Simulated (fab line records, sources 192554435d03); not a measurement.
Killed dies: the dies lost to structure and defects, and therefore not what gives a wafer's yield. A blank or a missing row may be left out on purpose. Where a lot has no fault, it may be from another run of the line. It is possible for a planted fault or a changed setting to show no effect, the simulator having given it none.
Chamber matching | flow n5Finfet | 4 sister chambers for N5_HKMG_FIN_ALD_91 on aldMetal-01
The step deposits TiN, target thk 1 nm, pulse time 1 s, purge time 3 s. 4 wafers are shown with their chamber, then 8 later ones without.

## EACH WAFER AND ITS CHAMBER
wafer  | chamber | heaterPowerW (W)
L085.3 | 1       | 912
L088.2 | 0       | 967
L088.3 | 2       | 752
L092.1 | 3       | 752

## WAFERS WITHOUT THEIR CHAMBER
wafer  | heaterPowerW (W)
L092.2 | 954
L092.4 | 954
L096.1 | 742
L096.2 | 946
L096.5 | 917
L097.1 | 937
L097.2 | 722
L097.5 | 947

## EACH ONE'S CHAMBER
wafer  | from the rows above     | in truth
L092.2 | can't be placed: 0 or 1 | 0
L092.4 | can't be placed: 0 or 1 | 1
L096.1 | can't be placed: 2 or 3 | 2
L096.2 | can't be placed: 0 or 1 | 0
L096.5 | 1                       | 1
L097.1 | can't be placed: 1 or 0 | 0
L097.2 | can't be placed: 2 or 3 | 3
L097.5 | can't be placed: 0 or 1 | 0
1 of 8 placed correctly. These rows do not allow placing 7 (true chamber among the candidates in 7). Number placed wrongly: 0.
How it was worked out, from the rows above alone: a wafer's distance from a chamber is the root of the sum, over the readings, of the square of ((its reading less the chamber's mean) divided by the reading's scatter). If the next closest chamber is less than 2 further off than the closest, the wafer can't be placed; otherwise it belongs to the closest. A chamber's mean is the mean of its shown wafers. The scatter (one wafer shown for each chamber): square how far every hidden wafer sits from the nearest shown wafer, average those squares and take the square root.
